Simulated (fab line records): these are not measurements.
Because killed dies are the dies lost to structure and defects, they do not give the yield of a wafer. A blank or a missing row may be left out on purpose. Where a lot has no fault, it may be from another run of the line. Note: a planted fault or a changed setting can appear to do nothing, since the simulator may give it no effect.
fab line records | flow n5Finfet | part 2 of 2: steps 5 to 6 of 6
[record] lots = 22 | wafers = 66 | lastDay = 17
route steps=1938 shown HKMG_FIN@462 GATE_CUT@477 MOL_CONTACT_COAG@526
lots untouched by any fault: they come from a run of this same line in which no faults occurred
startH: hours from the record's opening day to when the first of the lot's shown wafers began | waitH: hours since the lot's step before | " as in the row above | L1.1+2: several wafers, shown together as one row | - no value, or no start was given | * or withheld: withheld | < > ~ a bound
route shown NAME@n: names a module that has steps shown in the file, with the first one's number in the route | usual: mean/standard deviation of fault-free wafers | same: alike in all rows | chamber/n: place in a boat | sites: the reading at each site | _std_site: the standard deviation of these | _edge_site: outer sites' mean less inner sites' | radiusMm: for every site, how far away it sits from the centre of the wafer | mask NAME#n: copy n | behind: the most recent tool/chamber to have shaped the wafer | hold: why the lot went on hold/how many hours it stayed there/how the hold came to an end | device: the transistor (n, p or np) that didn't switch | end of line: tests of these same wafers at the route's end | step lacking rows: just its recipe | killed: not the wafer's yield, but the dies lost to structure and defects at the first sort | map: dies across one wafer; x = killed, . = not, _ = none there
set.NAME: the setting the step ran with; set.NAME@STEP: the setting that earlier step ran with | model.NAME: the simulator's own value behind a step, which no gauge read
one table for each step of the route and one row for each wafer, over a sample of lots
services: from which hour (startH, from the record's first day; less than 0 if before it) a tool's chamber was out of use, for how many hours, and why
[[steps]]
[step N5_MOL_CONTACT_COAG_CD_MEAS_08]
[recipe] targetCdNm = 28 | landingEnergyEv = 500 | detector = seInlens | polarity = opening
[usual] cdNm = 27.99/0.23
lot.wafer | tool     | chamber | startH | waitH | cdNm
L074.1    | cdSem-02 | 0       | 87.92  | -     | 28.18
L074.2    | "        | 0       | "      | "     | 28.25
L074.3    | "        | 0       | "      | "     | 27.78
L076.1    | cdSem-03 | 0       | 101.99 | -     | 27.76
L076.4    | "        | 0       | "      | "     | 27.76
L076.5    | "        | 0       | "      | "     | 27.85
L077.1    | cdSem-01 | 0       | 104.75 | -     | 27.88
L077.3    | "        | 0       | "      | "     | 28.23
L077.5    | "        | 0       | "      | "     | 28.14
L078.1    | cdSem-01 | 0       | 110.06 | -     | 28.07
L078.5    | "        | 0       | "      | "     | 27.78
L078.6    | "        | 0       | "      | "     | 27.71
L079.1    | cdSem-01 | 0       | 117.32 | -     | 28.25
L079.3    | "        | 0       | "      | "     | 28.22
L079.5    | "        | 0       | "      | "     | 28.26
L080.2    | cdSem-02 | 0       | 128.27 | -     | 28.33
L080.3    | "        | 0       | "      | "     | 27.98
L080.6    | "        | 0       | "      | "     | 28.19
L081.1    | cdSem-03 | 0       | 129.03 | -     | 27.98
L081.3    | "        | 0       | "      | "     | 27.76
L081.5    | "        | 0       | "      | "     | 28.06
L082.2    | cdSem-01 | 0       | 139.43 | -     | 27.82
L082.3    | "        | 0       | "      | "     | 27.98
L082.5    | "        | 0       | "      | "     | 27.52
L083.2    | cdSem-02 | 0       | 143.18 | -     | 27.64
L083.3    | "        | 0       | "      | "     | 27.81
L083.6    | "        | 0       | "      | "     | 27.89
L084.1    | cdSem-01 | 0       | 152.49 | -     | 28.24
L084.5    | "        | 0       | "      | "     | 28.02
L084.6    | "        | 0       | "      | "     | 28.08
L085.2    | cdSem-01 | 0       | 155.48 | -     | 28.05
L085.3    | "        | 0       | "      | "     | 28.37
L085.4    | "        | 0       | "      | "     | 28.21
L086.1    | cdSem-02 | 0       | 164.58 | -     | 28.15
L086.3    | "        | 0       | "      | "     | 27.85
L086.4    | "        | 0       | "      | "     | 28.14
L087.2    | cdSem-02 | 0       | 166.25 | -     | 27.89
L087.3    | "        | 0       | "      | "     | 28.00
L087.5    | "        | 0       | "      | "     | 27.55
L088.2    | cdSem-03 | 0       | 170.44 | -     | 27.98
L088.3    | "        | 0       | "      | "     | 28.18
L088.5    | "        | 0       | "      | "     | 27.79
L089.1    | cdSem-02 | 0       | 180.85 | -     | 27.93
L089.2    | "        | 0       | "      | "     | 28.14
L089.3    | "        | 0       | "      | "     | 28.24
L090.1    | cdSem-01 | 0       | 188.16 | -     | 27.65
L090.5    | "        | 0       | "      | "     | 27.91
L090.6    | "        | 0       | "      | "     | 27.83
L091.1    | cdSem-01 | 0       | 189.36 | -     | 27.87
L091.3    | "        | 0       | "      | "     | 28.06
L091.6    | "        | 0       | "      | "     | 28.23
L093.3    | cdSem-03 | 0       | 203.74 | -     | 27.92
L093.5    | "        | 0       | "      | "     | 28.06
L093.6    | "        | 0       | "      | "     | 28.06
L094.2    | cdSem-02 | 0       | 208.80 | -     | 28.01
L094.5    | "        | 0       | "      | "     | 27.90
L094.6    | "        | 0       | "      | "     | 27.74
L095.1    | cdSem-01 | 0       | 215.04 | -     | 27.67
L095.2    | "        | 0       | "      | "     | 27.56
L095.4    | "        | 0       | "      | "     | 28.03
L096.4    | cdSem-03 | 0       | 219.87 | -     | 27.59
L096.5    | "        | 0       | "      | "     | 28.17
L096.6    | "        | 0       | "      | "     | 28.03
L097.1    | cdSem-02 | 0       | 228.96 | -     | 28.11
L097.2    | "        | 0       | "      | "     | 28.12
L097.6    | "        | 0       | "      | "     | 28.37
[step N5_MOL_CONTACT_COAG_ETCH_105]
[recipe] chemistry = CF4 | target = SiARC | targetDepthA = 156 | maskMaterial = CAR-EUV | timeS = 26 | ionEnergyEv = 80 | pressureMtorr = 40 | sourceW = 545 | biasW = 36 | Ar_flow_sccm = 100 | cf4FlowSccm = 100 | ends = cleared
[usual] drypumpMotorCurrentA = 5.6/0.55 | etchRfOnTimeS = 26.2/0.41 | mfcArSccm = 100.0/0.3 | oesProductAu = 0.66/0.058 | rfFwdPowerW = 532.7/2.7 | rfVppV = 184.4/1.1 | showerheadPlenumPTorr = 2.17/0.059 | throttleValvePct = 15.69/0.2
lot.wafer | tool       | chamber | startH | waitH | drypumpMotorCurrentA | etchRfOnTimeS | mfcArSccm | oesProductAu | rfFwdPowerW | rfHoursCounterH | rfVppV | showerheadPlenumPTorr | throttleValvePct
L074.1    | rieDiel-06 | 0       | 88.11  | 0.0   | 4.9                  | 25.8          | 99.7      | 0.77         | 534.3       | 17              | 183.1  | 2.11                  | 15.53
L074.2    | "          | 3       | "      | "     | 5.8                  | 25.8          | 100.2     | 0.65         | 532.0       | 130             | 184.6  | 2.15                  | 15.80
L074.3    | "          | 1       | "      | "     | 5.2                  | 26.3          | 99.7      | 0.65         | 530.3       | 124             | 184.4  | 2.16                  | 15.49
L076.1    | rieDiel-05 | 3       | 102.17 | 0.0   | 5.7                  | 26.2          | 100.5     | 0.76         | 539.1       | 21              | 185.9  | 2.27                  | 15.21
L076.4    | "          | 0       | "      | "     | 6.5                  | 26.2          | 99.7      | 0.59         | 529.5       | 214             | 183.2  | 2.12                  | 15.57
L076.5    | "          | 2       | "      | "     | 5.1                  | 26.3          | 99.6      | 0.61         | 535.7       | -               | 185.2  | 2.22                  | 15.88
L077.1    | rieDiel-01 | 3       | 105.24 | 0.0   | 5.2                  | 25.3          | 100.0     | 0.63         | 530.5       | 181             | 183.1  | 2.22                  | 16.02
L077.3    | "          | 1       | "      | "     | 5.9                  | 26.2          | 99.5      | 0.58         | 531.2       | 239             | 181.9  | 2.11                  | 15.87
L077.5    | "          | 2       | "      | "     | 6.1                  | 25.8          | 100.1     | 0.66         | 531.2       | -               | 184.4  | 2.22                  | 15.69
L078.1    | rieDiel-06 | 3       | 110.25 | 0.0   | 5.8                  | 25.4          | 100.2     | 0.66         | 534.1       | 139             | 184.6  | 2.14                  | 15.84
L078.5    | "          | 3       | "      | "     | 5.8                  | 25.5          | 100.3     | 0.64         | 532.9       | -               | 185.2  | 2.14                  | 15.83
L078.6    | "          | 0       | "      | "     | 4.9                  | 25.4          | 100.1     | 0.77         | 531.6       | -               | 184.3  | 2.10                  | 15.56
L079.1    | rieDiel-05 | 3       | 117.52 | 0.0   | 5.7                  | 26.1          | 100.0     | 0.76         | 538.7       | 27              | 185.1  | 2.26                  | 15.25
L079.3    | "          | 2       | "      | "     | 5.1                  | 26.4          | 99.7      | 0.60         | 537.5       | 196             | 185.0  | 2.21                  | 15.90
L079.5    | "          | 3       | "      | "     | 5.7                  | 26.1          | 99.6      | 0.76         | 535.6       | -               | 185.6  | 2.26                  | 15.22
L080.2    | rieDiel-05 | 2       | 128.74 | 0.0   | 5.1                  | 26.3          | 100.4     | 0.60         | 537.5       | 200             | 185.3  | 2.21                  | 15.89
L080.3    | "          | 1       | "      | "     | 5.7                  | 26.0          | 100.6     | 0.70         | 529.7       | 79              | 186.4  | 2.25                  | 15.71
L080.6    | "          | 2       | "      | "     | 5.1                  | 26.2          | 100.0     | 0.61         | 537.3       | -               | 184.0  | 2.21                  | 15.90
L081.1    | rieDiel-06 | 1       | 129.20 | 0.0   | 5.2                  | 25.9          | 99.7      | 0.66         | 532.2       | 136             | 184.8  | 2.15                  | 15.50
L081.3    | "          | 2       | "      | "     | 6.6                  | 26.1          | 99.9      | 0.61         | 531.5       | 214             | 184.9  | 2.20                  | 15.82
L081.5    | "          | 1       | "      | "     | 5.1                  | 26.1          | 99.3      | 0.65         | 532.6       | -               | 182.5  | 2.15                  | 15.50
L082.2    | rieDiel-05 | 3       | 139.61 | 0.0   | 5.7                  | 26.1          | 100.1     | 0.74         | 537.4       | 35              | 185.0  | 2.26                  | 15.24
L082.3    | "          | 1       | "      | "     | 5.8                  | 26.4          | 100.1     | 0.70         | 534.2       | 82              | 186.6  | 2.25                  | 15.73
L082.5    | "          | 0       | "      | "     | 6.6                  | 26.1          | 100.3     | 0.59         | 530.1       | -               | 183.3  | 2.12                  | 15.58
L083.2    | rieDiel-01 | 3       | 143.36 | 0.0   | 5.3                  | 24.9          | 99.6      | 0.64         | 529.3       | 193             | 185.4  | 2.21                  | 16.04
L083.3    | "          | 0       | "      | "     | 5.2                  | 26.7          | 100.0     | 0.73         | 530.4       | 46              | 182.6  | 2.08                  | 15.56
L083.6    | "          | 2       | "      | "     | 6.1                  | 25.7          | 100.2     | 0.65         | 531.9       | -               | 184.5  | 2.22                  | 15.73
L084.1    | rieDiel-05 | 1       | 152.84 | 0.0   | 5.8                  | 26.1          | 100.1     | 0.68         | 531.7       | 86              | 184.6  | 2.25                  | 15.73
L084.5    | "          | 1       | "      | "     | 5.8                  | 26.2          | 100.7     | 0.69         | 531.9       | -               | 186.6  | 2.25                  | 15.74
L084.6    | "          | 2       | "      | "     | 5.1                  | 26.1          | 100.1     | 0.60         | 534.1       | -               | 183.5  | 2.21                  | 15.91
L085.2    | rieDiel-06 | 3       | 155.66 | 0.0   | 5.8                  | 26.1          | 100.1     | 0.63         | 531.9       | 155             | 183.8  | 2.14                  | 15.85
L085.3    | "          | 0       | "      | "     | 4.9                  | 25.8          | 99.9      | 0.73         | 532.7       | 40              | 183.4  | 2.10                  | 15.58
L085.4    | "          | 1       | "      | "     | 5.1                  | 26.6          | 100.3     | 0.64         | 534.9       | 143             | 185.2  | 2.15                  | 15.53
L086.1    | rieDiel-06 | 0       | 165.06 | 0.0   | 4.9                  | 25.9          | 100.2     | 0.72         | 532.0       | 43              | 183.4  | 2.10                  | 15.58
L086.3    | "          | 2       | "      | "     | 6.6                  | 26.5          | 99.5      | 0.60         | 532.4       | 224             | 185.0  | 2.20                  | 15.84
L086.4    | "          | 3       | "      | "     | 5.8                  | 25.8          | 100.1     | 0.63         | 532.6       | 158             | 184.6  | 2.14                  | 15.85
L087.2    | rieDiel-06 | 1       | 166.43 | 0.0   | 5.2                  | 26.5          | 99.8      | 0.64         | 529.4       | 146             | 183.5  | 2.15                  | 15.52
L087.3    | "          | 0       | "      | "     | 4.9                  | 25.9          | 99.9      | 0.74         | 533.1       | 43              | 183.7  | 2.10                  | 15.60
L087.5    | "          | 0       | "      | "     | 4.9                  | 25.8          | 100.0     | 0.74         | 534.2       | -               | 183.6  | 2.10                  | 15.61
L088.2    | rieDiel-05 | 3       | 170.61 | 0.0   | 5.7                  | 26.4          | 100.0     | 0.73         | 538.2       | 46              | 186.4  | 2.26                  | 15.27
L088.3    | "          | 0       | "      | "     | 6.6                  | 26.4          | 100.1     | 0.58         | 532.3       | 236             | 183.3  | 2.11                  | 15.63
L088.5    | "          | 0       | "      | "     | 6.6                  | 26.2          | 99.7      | 0.58         | 535.0       | -               | 183.5  | 2.11                  | 15.61
L089.1    | rieDiel-01 | 0       | 181.03 | 0.0   | 5.2                  | 26.7          | 100.2     | 0.70         | 529.2       | 61              | 182.6  | 2.08                  | 15.59
L089.2    | "          | 3       | "      | "     | 5.3                  | 25.3          | 99.8      | 0.62         | 530.3       | 205             | 184.9  | 2.21                  | 16.07
L089.3    | "          | 1       | "      | "     | 5.9                  | 25.5          | 99.9      | 0.82         | 530.7       | 9               | 183.8  | 2.10                  | 15.43
L090.1    | rieDiel-06 | 0       | 188.42 | 0.0   | 4.9                  | 26.0          | 99.9      | 0.72         | 534.9       | 49              | 183.5  | 2.10                  | 15.61
L090.5    | "          | 0       | "      | "     | 4.9                  | 26.1          | 99.6      | 0.72         | 535.4       | -               | 184.1  | 2.10                  | 15.60
L090.6    | "          | 3       | "      | "     | 5.8                  | 26.3          | 99.6      | 0.62         | 529.5       | -               | 183.3  | 2.14                  | 15.87
L091.1    | rieDiel-05 | 0       | 189.54 | 0.0   | 6.6                  | 26.1          | 100.3     | 0.58         | 530.6       | 242             | 183.9  | 2.11                  | 15.61
L091.3    | "          | 3       | "      | "     | 5.7                  | 26.3          | 99.5      | 0.72         | 540.1       | 52              | 184.5  | 2.26                  | 15.27
L091.6    | "          | 3       | "      | "     | 5.7                  | 26.3          | 100.4     | 0.72         | 537.4       | -               | 185.0  | 2.25                  | 15.27
L093.3    | rieDiel-06 | 2       | 203.91 | 0.0   | 6.6                  | 26.4          | 100.0     | 0.59         | 530.2       | 236             | 186.2  | 2.20                  | 15.87
L093.5    | "          | 1       | "      | "     | 5.1                  | 26.3          | 100.0     | 0.64         | 532.2       | -               | 183.8  | 2.15                  | 15.55
L093.6    | "          | 0       | "      | "     | 4.9                  | 25.9          | 99.8      | 0.72         | 533.3       | -               | 183.3  | 2.09                  | 15.63
L094.2    | rieDiel-06 | 3       | 208.97 | 0.0   | 5.8                  | 26.1          | 100.3     | 0.62         | 532.5       | 171             | 182.4  | 2.13                  | 15.91
L094.5    | "          | 0       | "      | "     | 4.9                  | 26.2          | 99.3      | 0.72         | 533.9       | -               | 184.2  | 2.09                  | 15.63
L094.6    | "          | 1       | "      | "     | 5.2                  | 26.7          | 100.1     | 0.63         | 532.7       | -               | 183.6  | 2.15                  | 15.55
L095.1    | rieDiel-05 | 3       | 215.21 | 0.0   | 5.7                  | 26.4          | 99.3      | 0.71         | 537.3       | 61              | 184.3  | 2.25                  | 15.29
L095.2    | "          | 2       | "      | "     | 5.1                  | 26.3          | 100.0     | 0.58         | 540.1       | 230             | 184.8  | 2.20                  | 15.95
L095.4    | "          | 3       | "      | "     | 5.7                  | 26.3          | 100.4     | 0.71         | 537.2       | -               | 185.9  | 2.25                  | 15.30
L096.4    | rieDiel-01 | 2       | 220.34 | 0.0   | 6.0                  | 25.9          | 100.4     | 0.62         | 531.4       | 203             | 183.1  | 2.21                  | 15.78
L096.5    | "          | 3       | "      | "     | 5.2                  | 25.5          | 99.8      | 0.61         | 531.3       | -               | 185.5  | 2.20                  | 16.11
L096.6    | "          | 0       | "      | "     | 5.1                  | 27.0          | 100.2     | 0.69         | 530.5       | -               | 185.5  | 2.07                  | 15.61
L097.1    | rieDiel-06 | 2       | 229.18 | 0.0   | 6.6                  | 27.0          | 100.1     | 0.58         | 531.1       | 244             | 185.8  | 2.19                  | 15.88
L097.2    | "          | 1       | "      | "     | 5.2                  | 26.6          | 100.2     | 0.62         | 532.9       | 166             | 183.8  | 2.14                  | 15.56
L097.6    | "          | 0       | "      | "     | 4.9                  | 26.1          | 99.4      | 0.70         | 533.5       | -               | 182.5  | 2.09                  | 15.63
[[services]]
tool        | chamber | startH | hours | kind
pecvd-03    | -       | 60.58  | 14.6  | pm
rieDiel-06  | 3       | 73.64  | 6.6   | repair
rieDiel-05  | 2       | 80.74  | 5.5   | repair
pecvd-01    | -       | 87.76  | 6.9   | repair
cmp-04      | -       | 100.79 | 0.8   | repair
cmp-01      | -       | 102.96 | 0.9   | repair
rieDiel-05  | 0       | 110.92 | 6.6   | repair
rieDiel-06  | 1       | 116.06 | 7.0   | repair
cmp-04      | -       | 123.56 | 6.0   | pm
rieMetal-01 | -       | 124.67 | 2.8   | pm
cmp-02      | -       | 136.75 | 1.0   | repair
cmp-04      | -       | 141.83 | 4.0   | pm
rieMetal-03 | 1       | 145.75 | -     | clean
rieMetal-03 | 1       | 145.75 | 24.8  | scheduledDown
rieMetal-03 | 1       | 145.75 | 24.8  | ventCycle
cmp-02      | -       | 157.28 | 1.2   | repair
cmp-02      | -       | 166.88 | 3.1   | repair
rieMetal-03 | 1       | 171.39 | 9.5   | repair
rieMetal-01 | 1       | 181.95 | 1.7   | repair
cmp-01      | -       | 183.55 | 2.5   | repair
pecvd-01    | 2       | 194.03 | 10.1  | repair
rieDiel-01  | 1       | 194.65 | 3.8   | repair
pecvd-01    | -       | 196.98 | 0.2   | repair
rieDiel-05  | 1       | 208.51 | 1.2   | repair
